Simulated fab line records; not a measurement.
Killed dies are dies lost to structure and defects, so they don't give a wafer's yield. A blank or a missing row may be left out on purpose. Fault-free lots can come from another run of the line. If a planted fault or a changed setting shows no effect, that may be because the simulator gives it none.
fab line records ; flow nand-harc
record: lots: 6; wafers: 18; last-day: 24
route steps=1159 shown A_SOURCE_PLATE@418 A_ONON_D1@424
lots with no fault: from the same line, run without faults
start-h: start of the lot's first displayed wafer, in hours after the record's first day ; wait-h: time in hours since the lot's previous step ; " as in the row above ; L1.1+2: one row covering several wafers at once ; - value missing, or start not given ; * or withheld: withheld ; < > ~ a bound
route shown NAME@n: names a module that has steps shown in the file, with the first one's number in the route ; usual: mean/standard deviation of fault-free wafers ; same: alike in all rows ; chamber/n: place in a boat ; sites: each site's reading ; _std_site: standard deviation of those values ; _edge_site: mean of outer sites minus mean of inner sites ; radius-mm: for every site, how far away it sits from the centre of the wafer ; mask NAME#n: copy n ; behind: the tool/chamber that last shaped the wafer ; hold: why the lot was held/for how many hours/how that ended ; device: the transistor (n, p or np) that didn't switch ; end of line: tests of these same wafers at the route's end ; a step without rows: its recipe alone ; killed: the dies lost at the first sort to structure and to defects; this is not the yield of the wafer ; map: dies across one wafer; x = killed, . = not, _ = none there
set.NAME: the setting that was run; set.NAME@STEP: the one run at that earlier step ; model.NAME: the simulator's own value behind a step, which no gauge read
certain route steps with their lots: each step a table, each wafer a row
services: the hour from which a tool's chamber was out of use, counted from the record's first day as start-h (under 0 if before that day), plus the number of hours and why
== steps ==
step: NHARC_A_SOURCE_PLATE_CVD_03
recipe: target-thk-a: 2000; temp-c: 620; pressure-mtorr: 200; time-s: 4000; material: poly-Si
step: NHARC_A_SOURCE_PLATE_ANNEAL_05
recipe: temp-c: 850; time-s: 1800
step: NHARC_A_SOURCE_PLATE_THK_MEAS_06
recipe: thk-meas-gauge: ellipsometry
usual: thk-nm: 199.4/2.3
lot.wafer;tool;chamber;start-h;wait-h;thk-nm
L160.1;film-metro-02;-;175.90;0.4;199.7
L160.2;film-metro-02;-;175.90;0.4;196.5
L160.5;film-metro-02;-;175.90;0.4;198.5
L161.1;film-metro-01;-;183.74;0.4;198.0
L161.2;film-metro-01;-;183.74;0.4;203.2
L161.6;film-metro-01;-;183.74;0.4;200.0
L163.1;film-metro-01;-;201.21;0.4;198.7
L163.5;film-metro-01;-;201.21;0.4;199.0
L163.6;film-metro-01;-;201.21;0.4;197.2
L165.1;film-metro-02;-;211.79;0.4;196.9
L165.3;film-metro-02;-;211.79;0.4;194.0
L165.5;film-metro-02;-;211.79;0.4;196.9
L174.2;film-metro-01;-;269.77;0.4;199.0
L174.4;film-metro-01;-;269.77;0.4;202.6
L174.5;film-metro-01;-;269.77;0.4;202.7
L177.2;film-metro-01;-;282.87;0.4;203.9
L177.3;film-metro-01;-;282.87;0.4;200.2
L177.6;film-metro-01;-;282.87;0.4;201.4
step: NHARC_A_SOURCE_PLATE_INSPECT_08
usual: raw-defect-count: 66/31
lot.wafer;tool;chamber;start-h;wait-h;raw-defect-count
L160.1;defect-inspect-01;-;175.96;0.0;50
L160.2;defect-inspect-01;-;175.96;0.0;129
L160.5;defect-inspect-01;-;175.96;0.0;56
L161.1;defect-inspect-01;-;183.85;0.0;63
L161.2;defect-inspect-01;-;183.85;0.0;91
L161.6;defect-inspect-01;-;183.85;0.0;43
L163.1;defect-inspect-01;-;201.32;0.0;57
L163.5;defect-inspect-01;-;201.32;0.0;49
L163.6;defect-inspect-01;-;201.32;0.0;43
L165.1;defect-inspect-01;-;211.87;0.0;39
L165.3;defect-inspect-01;-;211.87;0.0;37
L165.5;defect-inspect-01;-;211.87;0.0;44
L174.2;defect-inspect-01;-;269.84;0.0;84
L174.4;defect-inspect-01;-;269.84;0.0;83
L174.5;defect-inspect-01;-;269.84;0.0;90
L177.2;defect-inspect-02;-;282.93;0.0;50
L177.3;defect-inspect-02;-;282.93;0.0;47
L177.6;defect-inspect-02;-;282.93;0.0;70
step: NHARC_A_ONON_D1_DEP_00
recipe: target-thk-a: 10000; n2-flow-sccm: 2750; n2o-flow-sccm: 2000; nh3-flow-sccm: 500; sih4-flow-sccm: 210; temp-c: 400
step: NHARC_A_ONON_D1_THK_MEAS_02
recipe: thk-meas-gauge: ellipsometry
usual: thk-nm: 998/11
lot.wafer;tool;chamber;start-h;wait-h;thk-nm
L160.1;film-metro-01;-;176.54;-;988
L160.2;film-metro-01;-;176.54;-;989
L160.5;film-metro-01;-;176.54;-;988
L161.1;film-metro-02;-;184.44;-;995
L161.2;film-metro-02;-;184.44;-;994
L161.6;film-metro-02;-;184.44;-;995
L163.1;film-metro-02;-;201.89;-;1012
L163.5;film-metro-02;-;201.89;-;1014
L163.6;film-metro-02;-;201.89;-;1010
L165.1;film-metro-02;-;212.45;-;994
L165.3;film-metro-02;-;212.45;-;993
L165.5;film-metro-02;-;212.45;-;994
L174.2;film-metro-02;-;270.73;-;996
L174.4;film-metro-02;-;270.73;-;997
L174.5;film-metro-02;-;270.73;-;998
L177.2;film-metro-02;-;283.51;-;997
L177.3;film-metro-02;-;283.51;-;998
L177.6;film-metro-02;-;283.51;-;997
step: NHARC_A_ONON_D1_DEP_03
recipe: target-thk-a: 10000; n2-flow-sccm: 2750; n2o-flow-sccm: 2000; nh3-flow-sccm: 500; sih4-flow-sccm: 210; temp-c: 400
step: NHARC_A_ONON_D1_THK_MEAS_05
recipe: thk-meas-gauge: ellipsometry
usual: thk-nm: 997/11
lot.wafer;tool;chamber;start-h;wait-h;thk-nm
L160.1;film-metro-01;-;177.23;-;993
L160.2;film-metro-01;-;177.23;-;993
L160.5;film-metro-01;-;177.23;-;993
L161.1;film-metro-01;-;185.03;-;991
L161.2;film-metro-01;-;185.03;-;993
L161.6;film-metro-01;-;185.03;-;995
L163.1;film-metro-02;-;202.46;-;1006
L163.5;film-metro-02;-;202.46;-;1006
L163.6;film-metro-02;-;202.46;-;1005
L165.1;film-metro-02;-;213.01;-;998
L165.3;film-metro-02;-;213.01;-;998
L165.5;film-metro-02;-;213.01;-;998
L174.2;film-metro-02;-;271.30;-;1002
L174.4;film-metro-02;-;271.30;-;1002
L174.5;film-metro-02;-;271.30;-;1000
L177.2;film-metro-01;-;284.08;-;997
L177.3;film-metro-01;-;284.08;-;998
L177.6;film-metro-01;-;284.08;-;998
step: NHARC_A_ONON_D1_DEP_06
recipe: target-thk-a: 10000; n2-flow-sccm: 2750; n2o-flow-sccm: 2000; nh3-flow-sccm: 500; sih4-flow-sccm: 210; temp-c: 400
step: NHARC_A_ONON_D1_THK_MEAS_08
recipe: thk-meas-gauge: ellipsometry
usual: thk-nm: 1000/12
lot.wafer;tool;chamber;start-h;wait-h;thk-nm
L160.1;film-metro-01;-;177.86;-;1001
L160.2;film-metro-01;-;177.86;-;1002
L160.5;film-metro-01;-;177.86;-;1002
L161.1;film-metro-02;-;185.62;-;986
L161.2;film-metro-02;-;185.62;-;986
L161.6;film-metro-02;-;185.62;-;986
L163.1;film-metro-01;-;203.03;-;998
L163.5;film-metro-01;-;203.03;-;998
L163.6;film-metro-01;-;203.03;-;999
L165.1;film-metro-02;-;213.58;-;981
L165.3;film-metro-02;-;213.58;-;982
L165.5;film-metro-02;-;213.58;-;981
L174.2;film-metro-02;-;271.87;-;991
L174.4;film-metro-02;-;271.87;-;991
L174.5;film-metro-02;-;271.87;-;992
L177.2;film-metro-02;-;284.64;-;1003
L177.3;film-metro-02;-;284.64;-;1001
L177.6;film-metro-02;-;284.64;-;1003
step: NHARC_A_ONON_D1_DEP_09
recipe: target-thk-a: 10000; n2-flow-sccm: 2750; n2o-flow-sccm: 2000; nh3-flow-sccm: 500; sih4-flow-sccm: 210; temp-c: 400
lot.wafer;tool;chamber;start-h;wait-h
L160.1+2+5;pecvd-onon-03;0;177.92;0.1
L161.1+2+6;pecvd-onon-03;0;185.68;0.1
L163.1+5+6;pecvd-onon-03;0;203.09;0.1
L165.1+3+5;pecvd-onon-03;0;213.64;0.1
L174.2+4+5;pecvd-onon-01;0;271.98;0.1
L177.2+3+6;pecvd-onon-02;0;284.75;0.1
step: NHARC_A_ONON_D1_THK_MEAS_11
recipe: thk-meas-gauge: ellipsometry
usual: thk-nm: 1005/9.7
lot.wafer;tool;chamber;start-h;wait-h;hold;thk-nm
L160.1;film-metro-02;-;178.46;-;-;1004
L160.2;film-metro-02;-;178.46;-;-;1003
L160.5;film-metro-02;-;178.46;-;-;1003
L161.1;film-metro-01;-;186.19;-;-;997
L161.2;film-metro-01;-;186.19;-;-;999
L161.6;film-metro-01;-;186.19;-;-;999
L163.1;film-metro-02;-;203.60;-;await-dispo/0.2h/release;684
L163.5;film-metro-02;-;203.60;-;await-dispo/0.2h/release;684
L163.6;film-metro-02;-;203.60;-;await-dispo/0.2h/release;684
L163.1;film-metro-02;-;203.77;0.2;-;685
L163.5;film-metro-02;-;203.77;0.2;-;684
L163.6;film-metro-02;-;203.77;0.2;-;684
L165.1;film-metro-02;-;214.14;-;await-dispo/0.2h/release;687
L165.3;film-metro-02;-;214.14;-;await-dispo/0.2h/release;685
L165.5;film-metro-02;-;214.14;-;await-dispo/0.2h/release;685
L165.1;film-metro-02;-;214.31;0.2;-;687
L165.3;film-metro-02;-;214.31;0.2;-;684
L165.5;film-metro-02;-;214.31;0.2;-;688
L174.2;film-metro-02;-;272.43;-;-;1022
L174.4;film-metro-02;-;272.43;-;-;1020
L174.5;film-metro-02;-;272.43;-;-;1022
L177.2;film-metro-02;-;285.21;-;-;1007
L177.3;film-metro-02;-;285.21;-;-;1007
L177.6;film-metro-02;-;285.21;-;-;1009
== services ==
tool;chamber;start-h;hours;kind
pecvd-onon-01;-;195.00;13.0;pm
== key ==
first-sign: step: NHARC_A_ONON_D1_THK_MEAS_11; reading: visit; direction: added
effect: step: NHARC_A_ONON_D1_THK_MEAS_11; reading: thk-nm; direction: down; sigmas: 33; usual: 1005; struck: 685
met-at NHARC_A_ONON_D1_DEP_09
struck-wafers L163.1,L163.5,L163.6,L165.1,L165.3,L165.5
later-rows-left-out L163.1,L163.5,L163.6,L165.1,L165.3,L165.5
sort-left-out L163.1,L163.5,L163.6,L165.1,L165.3,L165.5
tester-left-out L163,L165
onset-between 185.68 203.09
fault: kind: process-parameter-drift; tool: pecvd-onon-03; chamber: -; onset-h: 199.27; steps: NHARC_A_ONON_D1_DEP_09; channel: target-thk-a; offset: *; shape: step; end-h: 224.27; acts-in: *; stated: *
tester-left-out: of these lots the tester's yield and bins aren't shown, on N5 and GAA mostly nor the transistor test; their killed dies are dies lost to structure and defects alone, not to doping, threshold or leakage, so they don't give the yield
sort-left-out: the simulated sort isn't trusted on such a fault, so these wafers' sort isn't shown, and their yield isn't known
later-rows-left-out: the simulator's readings of these wafers behind a module that went badly wrong aren't trusted and aren't shown, but for the sort
